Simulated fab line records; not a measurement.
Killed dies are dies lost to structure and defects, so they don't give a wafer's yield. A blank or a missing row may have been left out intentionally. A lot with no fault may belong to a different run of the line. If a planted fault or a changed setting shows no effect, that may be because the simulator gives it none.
What tool caused it?    flow nand harc    36 wafers from 12 lots sampled at 3 of the route's 1302 steps

== WHAT THE GAUGES READ, wafer by wafer ==
NHARC_P_M0_THK_MEAS_24: measures by xrf. Usual: 117.6 nm for thk nm, sd 1.9.
lot   measured      on             thk nm (nm)        flag
L408  day 6 01:16   film metro-02  117.9 122.3 117.9  
L409  day 6 08:53   film metro-02  118.2 120.5 119.0  
L411  day 7 07:26   film metro-01  117.4 114.9 121.1  
L413  day 8 06:07   film metro-02  119.0 117.3 118.9  
L412  day 8 06:40   film metro-02  117.6 116.4 118.8  
L414  day 9 00:35   film metro-01  119.0 118.7 118.0  
L415  day 9 11:43   film metro-02  119.1 115.3 116.1  
L417  day 10 06:40  film metro-02  115.7 117.8 115.4  
L418  day 10 14:20  film metro-01  116.1 117.5 115.8  
L422  day 12 03:52  film metro-01  118.7 115.1 114.1  
L429  day 15 08:18  film metro-01  118.8 118.0 120.3  
L430  day 15 19:37  film metro-02  115.7 117.9 116.7  

NHARC_P_M1_CD_MEAS_09: the cd target is 130 nm. Usual: 130.2 nm for cd nm, sd 0.61.
lot   measured      on         cd nm (nm)         flag
L408  day 6 02:40   cd sem-03  131.0 130.6 130.1  
L409  day 6 10:34   cd sem-03  130.4 129.5 129.9  
L411  day 7 08:50   cd sem-02  130.2 130.6 130.0  
L413  day 8 07:33   cd sem-02  130.3 129.1 129.7  
L412  day 8 08:13   cd sem-01  130.9 131.2 131.4  
L414  day 9 02:08   cd sem-03  130.6 130.2 129.8  
L415  day 9 13:16   cd sem-01  129.9 130.4 130.5  
L417  day 10 08:13  cd sem-03  130.2 130.8 129.3  
L418  day 10 15:52  cd sem-01  129.8 130.6 130.0  
L422  day 12 05:33  cd sem-02  130.6 129.8 129.8  
L429  day 15 09:44  cd sem-02  130.3 129.5 130.7  
L430  day 15 21:10  cd sem-01  131.0 130.4 129.6  

NHARC_P_M1_CD_MEAS_16. Usual: 130.3 nm for cd nm, sd 0.88.
lot   measured      on         cd nm (nm)         flag
L408  day 6 03:10   cd sem-03  131.2 130.2 129.7  
L409  day 6 11:04   cd sem-02  130.1 131.2 130.4  
L411  day 7 09:19   cd sem-03  130.9 130.1 130.2  
L413  day 8 08:03   cd sem-02  130.3 129.2 130.5  
L412  day 8 08:42   cd sem-02  130.8 130.6 131.2  
L414  day 9 02:38   cd sem-02  130.2 129.9 130.5  
L415  day 9 13:45   cd sem-02  129.9 131.1 130.7  
L417  day 10 08:42  cd sem-02  129.9 130.5 128.4  
L418  day 10 16:21  cd sem-03  128.7 129.1 129.0  
L422  day 12 06:02  cd sem-03  131.3 130.8 130.1  
L429  day 15 10:13  cd sem-01  130.6 129.4 130.1  
L430  day 15 21:40  cd sem-01  130.3 130.8 129.3  

== WHAT TOOL EACH LOT RAN ON (gives the tool, then ch and the chambers of the sampled wafers, and finally the start) ==
Record: no process step prior to these readings.

== WHAT THE TOOLS THEMSELVES READ (means of the sampled wafers that have a number; where no wafer has one, the mark that the record gives instead) ==
The record holds no such reading with a usual standard deviation.

== THE ANSWER, worked out from the rows above alone ==
Rule: a lot counts as off when the mean over its wafers that have a number is more than 3 standard deviations away from the usual mean. Also off: a lot with no number at a reading for which 4 or more lots have one. Any other lot the step has rows for is counted as sound. After the gauges, taken in route order, come the tools' own readings; for these a lot's mean is taken, as printed above. The first step at which some lot is off is used, and at that step the reading that is off furthest; a lot without a number counts as furthest.
Nothing can be told from this: no lot is off at any reading shown.

== WHAT HAD BEEN PUT IN BY THE SIMULATOR ==
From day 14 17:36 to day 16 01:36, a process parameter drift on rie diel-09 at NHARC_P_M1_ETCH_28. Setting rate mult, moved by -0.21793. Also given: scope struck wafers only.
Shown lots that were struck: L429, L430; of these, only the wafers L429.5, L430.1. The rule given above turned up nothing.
